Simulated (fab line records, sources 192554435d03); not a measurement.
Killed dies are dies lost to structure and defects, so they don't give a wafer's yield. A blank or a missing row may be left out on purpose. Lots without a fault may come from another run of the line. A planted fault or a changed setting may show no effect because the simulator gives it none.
fab line records | flow n5_finfet | part 2 of 2: steps 5 to 6 of 6
record lots=24 wafers=72 last_day=17
route steps=1938 shown BEOL_M9@1463 BEOL_M10@1484
lots that met no fault: from a run of the same line without faults
start_h: hours from the record's first day to the start of the lot's first wafer shown | wait_h: hours since the lot's step before | " the same as in the row above | L1.1+2: a row that stands for several wafers | - no value, or no start given | * or withheld: withheld | < > ~ a bound
route shown NAME@n: a module of which the file shows steps, and the number in the route of the first | usual: mean/standard deviation of fault-free wafers | same: alike in all rows | chamber/n: place in a boat | sites: the reading at each site | _std_site: their standard deviation | _edge_site: outer sites' mean less inner sites' | radius_mm: how far each site lies from the wafer's centre | mask NAME#n: copy n | behind: the tool/chamber that last shaped the wafer | hold: why the lot was held/for how many hours/how that ended | device: the transistor (n, p or np) that didn't switch | end of line: the same wafers' tests at the end of the route | a step without rows: its recipe alone | killed: dies lost to structure and defects at the first sort, not the wafer's yield | map: a wafer's dies, x killed, . not, _ none there
set.NAME: the setting as run; set.NAME@STEP: as run at that earlier step | model.NAME: the simulator's own value behind a step, which no gauge read
steps of the route over a sample of lots; a table a step, a row a wafer
services: from which hour (start_h, from the record's first day; less than 0 if before it) a tool's chamber was out of use, for how many hours, and why
## steps
# step N5_BEOL_M10_VIA_ETCH_34
# recipe chemistry=C4F6/O2 target=SiCOH_lowk target_depth_a=1845 mask_material=SOC taper_deg=4 time_s=69.2 ion_energy_ev=250 pressure_mtorr=30 source_w=345 bias_w=185 Ar_flow_sccm=300 C4F6_flow_sccm=10 O2_flow_sccm=10
# usual drypump_motor_current_A=5.61/0.29 oes_o_777_au=0.80/0.081 oes_product_au=0.80/0.079 rf_vpp_V=665/19 showerhead_plenum_p_Torr=2.80/0.085 throttle_valve_pct=20.83/0.26
# same time_s=69.2
# columns lot.wafer tool chamber start_h wait_h drypump_motor_current_A oes_o_777_au oes_product_au rf_hours_counter_h rf_vpp_V showerhead_plenum_p_Torr throttle_valve_pct
L074.3 rie_diel-03 2 205.73 0.0 5.70 0.83 0.87 57 692 2.89 20.75
L074.4 " 3 " " 5.92 0.65 0.72 176 650 2.81 20.75
L074.5 " 2 " " 5.72 0.84 0.88 - 692 2.89 20.75
L075.1 rie_diel-03 3 220.58 0.0 5.97 0.65 0.72 183 651 2.81 20.76
L075.2 " 2 " " 5.72 0.82 0.85 63 692 2.89 20.75
L075.3 " 1 " " 5.22 0.82 0.78 131 681 2.72 20.69
L076.2 rie_diel-02 0 227.41 0.0 5.69 0.70 0.69 230 625 2.68 21.04
L076.3 " 3 " " 5.73 0.87 0.91 27 681 2.79 20.83
L076.6 " 3 " " 5.77 0.87 0.91 - 680 2.79 20.82
L077.1 rie_diel-03 3 227.76 0.0 5.89 0.65 0.71 186 651 2.81 20.75
L077.3 " 2 " " 5.71 0.81 0.86 67 691 2.89 20.75
L077.6 " 2 " " 5.71 0.81 0.85 - 691 2.89 20.74
L078.1 rie_diel-02 2 236.43 0.0 5.70 0.70 0.69 236 652 2.77 20.98
L078.5 " 2 " " 5.69 0.69 0.70 - 650 2.77 20.99
L078.6 " 3 " " 5.75 0.85 0.91 - 682 2.79 20.82
L079.3 rie_diel-06 0 236.60 0.0 6.07 0.83 0.84 54 665 2.74 20.51
L079.4 " 3 " " 5.92 0.73 0.68 - 637 2.69 21.10
L079.5 " 0 " " 6.05 0.83 0.84 - 665 2.74 20.51
L080.2 rie_diel-06 0 244.79 0.0 6.05 0.82 0.83 57 663 2.74 20.52
L080.4 " 2 " " 5.55 0.86 0.83 92 649 2.88 20.91
L080.6 " 0 " " 5.99 0.83 0.83 - 665 2.74 20.51
L081.2 rie_diel-06 0 262.21 0.0 6.04 0.82 0.83 63 664 2.74 20.53
L081.3 " 2 " " 5.53 0.84 0.83 98 649 2.88 20.92
L081.4 " 3 " " 5.94 0.72 0.68 242 638 2.69 21.07
L082.2 rie_diel-03 2 268.91 0.0 5.72 0.80 0.84 79 690 2.88 20.78
L082.3 " 3 " " 5.95 0.64 0.70 202 652 2.80 20.79
L082.6 " 2 " " 5.72 0.80 0.84 - 692 2.88 20.78
L084.1 rie_diel-06 3 275.63 0.0 5.93 0.71 0.68 246 637 2.68 21.10
L084.3 " 2 " " 5.53 0.84 0.83 102 648 2.87 20.93
L084.6 " 3 " " 5.95 0.71 0.68 - 637 2.68 21.09
L085.2 rie_diel-03 3 275.74 0.0 5.92 0.64 0.69 204 652 2.80 20.78
L085.3 " 0 " " 5.10 0.90 0.91 15 675 2.92 20.51
L085.6 " 2 " " 5.69 0.80 0.84 - 692 2.88 20.78
L083.1 rie_diel-03 3 279.13 0.0 5.95 0.63 0.70 205 651 2.80 20.77
L083.4 " 1 " " 5.21 0.80 0.76 154 679 2.71 20.72
L083.5 " 1 " " 5.21 0.81 0.76 - 681 2.71 20.71
L086.1 rie_diel-03 2 297.93 0.0 5.71 0.80 0.83 87 691 2.88 20.78
L086.3 " 1 " " 5.23 0.80 0.76 160 681 2.71 20.72
L086.4 " 0 " " 5.10 0.89 0.89 23 676 2.92 20.51
L087.1 rie_diel-02 0 298.39 0.0 5.69 0.68 0.67 256 625 2.67 21.09
L087.2 " 2 " " 5.68 0.96 0.95 0 649 2.77 20.59
L087.3 " 3 " " 5.74 0.82 0.86 56 678 2.78 20.86
L088.1 rie_diel-06 2 302.47 0.0 5.52 0.82 0.81 112 648 2.87 20.92
L088.4 " 1 " " 5.42 0.86 0.82 - 661 2.88 20.87
L088.5 " 2 " " 5.54 0.83 0.81 - 649 2.87 20.94
L089.2 rie_diel-06 2 308.74 0.0 5.57 0.83 0.81 116 650 2.87 20.96
L089.5 " 1 " " 5.41 0.86 0.83 - 661 2.88 20.89
L089.6 " 2 " " 5.54 0.82 0.81 - 650 2.87 20.93
L090.2 rie_diel-02 2 317.23 0.0 5.70 0.91 0.93 9 650 2.76 20.63
L090.3 " 3 " " 5.76 0.81 0.84 65 678 2.77 20.88
L090.5 " 2 " " 5.69 0.91 0.92 - 650 2.76 20.61
L091.1 rie_diel-06 2 322.78 0.0 5.55 0.82 0.80 122 648 2.86 20.96
L091.3 " 0 " " 6.04 0.79 0.79 88 663 2.72 20.56
L091.5 " 1 " " 5.40 0.85 0.82 - 660 2.88 20.89
L092.2 rie_diel-06 3 324.34 0.0 5.93 0.98 0.93 5 649 3.02 20.66
L092.4 " 0 " " 6.04 0.78 0.78 89 665 2.72 20.55
L092.5 " 2 " " 5.51 0.81 0.80 - 648 2.86 20.94
L094.2 rie_diel-02 0 332.88 0.0 5.67 0.93 0.96 4 635 3.01 20.58
L094.4 " 3 " " 5.74 0.80 0.84 71 680 2.77 20.90
L094.6 " 2 " " 5.70 0.89 0.90 - 650 2.76 20.61
L093.3 rie_diel-03 3 335.74 0.0 5.93 0.62 0.69 222 651 2.79 20.80
L093.5 " 1 " " 5.23 0.79 0.75 - 679 2.70 20.73
L093.6 " 2 " " 5.72 0.78 0.81 - 692 2.87 20.79
L095.1 rie_diel-02 3 342.57 0.0 5.75 0.80 0.84 75 679 2.77 20.90
L095.2 " 0 " " 5.69 0.91 0.95 7 638 3.01 20.60
L095.4 " 2 " " 5.70 0.89 0.89 20 651 2.76 20.61
L097.2 rie_diel-02 3 351.48 0.0 5.73 0.79 0.83 78 677 2.77 20.92
L097.5 " 0 " " 5.68 0.90 0.94 - 636 3.01 20.60
L097.6 " 3 " " 5.77 0.80 0.82 - 680 2.77 20.91
L096.1 rie_diel-03 2 351.56 0.0 5.72 0.78 0.81 103 690 2.87 20.81
L096.5 " 0 " " 5.09 0.85 0.87 - 676 2.91 20.53
L096.6 " 1 " " 5.23 0.78 0.74 - 680 2.70 20.76
# step N5_BEOL_M10_INSPECT_58
# recipe inspect_instrument=darkfield mode=post_dep
# usual raw_defect_count=80/30
# columns lot.wafer tool chamber start_h wait_h raw_defect_count
L074.3 defect_inspect-02 - 208.82 0.0 119
L074.4 " - " " 85
L074.5 " - " " 96
L075.1 defect_inspect-02 - 223.16 0.0 65
L075.2 " - " " 66
L075.3 " - " " 92
L076.2 defect_inspect-01 - 230.13 0.0 124
L076.3 " - " " 66
L076.6 " - " " 81
L077.1 defect_inspect-02 - 230.92 0.0 64
L077.3 " - " " 66
L077.6 " - " " 37
L078.1 defect_inspect-01 - 239.67 0.0 90
L078.5 " - " " 90
L078.6 " - " " 100
L079.3 defect_inspect-02 - 241.54 0.0 69
L079.4 " - " " 39
L079.5 " - " " 40
L080.2 defect_inspect-02 - 248.12 0.0 32
L080.4 " - " " 72
L080.6 " - " " 74
L081.2 defect_inspect-02 - 264.87 0.0 47
L081.3 " - " " 34
L081.4 " - " " 89
L082.2 defect_inspect-01 - 271.99 0.0 65
L082.3 " - " " 68
L082.6 " - " " 55
L084.1 defect_inspect-01 - 279.63 0.0 52
L084.3 " - " " 64
L084.6 " - " " 87
L085.2 defect_inspect-02 - 280.09 0.0 99
L085.3 " - " " 124
L085.6 " - " " 150
L083.1 defect_inspect-01 - 283.62 0.0 164
L083.4 " - " " 100
L083.5 " - " " 112
L086.1 defect_inspect-02 - 301.16 0.0 55
L086.3 " - " " 75
L086.4 " - " " 78
L087.1 defect_inspect-01 - 301.43 0.0 77
L087.2 " - " " 45
L087.3 " - " " 69
L088.1 defect_inspect-01 - 305.28 0.0 96
L088.4 " - " " 132
L088.5 " - " " 92
L089.2 defect_inspect-01 - 312.87 0.0 135
L089.5 " - " " 132
L089.6 " - " " 75
L090.2 defect_inspect-01 - 320.10 0.0 86
L090.3 " - " " 208
L090.5 " - " " 119
L091.1 defect_inspect-02 - 326.61 0.0 47
L091.3 " - " " 99
L091.5 " - " " 106
L092.2 defect_inspect-02 - 327.83 0.0 95
L092.4 " - " " 70
L092.5 " - " " 112
L094.2 defect_inspect-01 - 336.14 0.0 80
L094.4 " - " " 55
L094.6 " - " " 66
L093.3 defect_inspect-01 - 338.65 0.0 48
L093.5 " - " " 66
L093.6 " - " " 86
L095.1 defect_inspect-02 - 346.50 0.0 67
L095.2 " - " " 33
L095.4 " - " " 44
L096.1 defect_inspect-02 - 354.41 0.0 95
L096.5 " - " " 109
L096.6 " - " " 77
L097.2 defect_inspect-02 - 355.36 0.0 94
L097.5 " - " " 55
L097.6 " - " " 49
## services
# columns tool chamber start_h hours kind
rie_diel-02 - 198.01 0.6 repair
rie_diel-02 1 204.08 6.8 repair
rie_diel-03 0 211.06 - clean
rie_diel-03 0 211.06 - consumable_replace:focus_ring
rie_diel-03 0 211.06 26.7 scheduled_down
rie_diel-03 0 211.06 26.7 vent_cycle
rie_diel-02 - 223.96 2.3 repair
rie_diel-03 2 228.06 8.4 repair
rie_diel-06 2 235.93 8.0 repair
rie_diel-02 0 246.25 4.4 repair
rie_diel-06 3 253.06 2.6 repair
rie_diel-02 2 277.61 - clean
rie_diel-02 2 277.61 - consumable_replace:focus_ring
rie_diel-02 2 277.61 20.2 scheduled_down
rtp_anneal-02 - 285.43 1.1 pm
rie_diel-06 3 286.58 - clean
rie_diel-06 3 286.58 - consumable_replace:focus_ring
rie_diel-06 3 286.58 - consumable_replace:showerhead
rie_diel-06 3 286.58 22.1 scheduled_down
rie_diel-06 3 286.58 22.1 vent_cycle
rie_diel-03 - 308.90 0.2 repair
rie_diel-06 3 322.17 1.7 repair
rtp_anneal-02 - 337.94 7.2 pm
rie_diel-03 2 339.80 2.8 repair
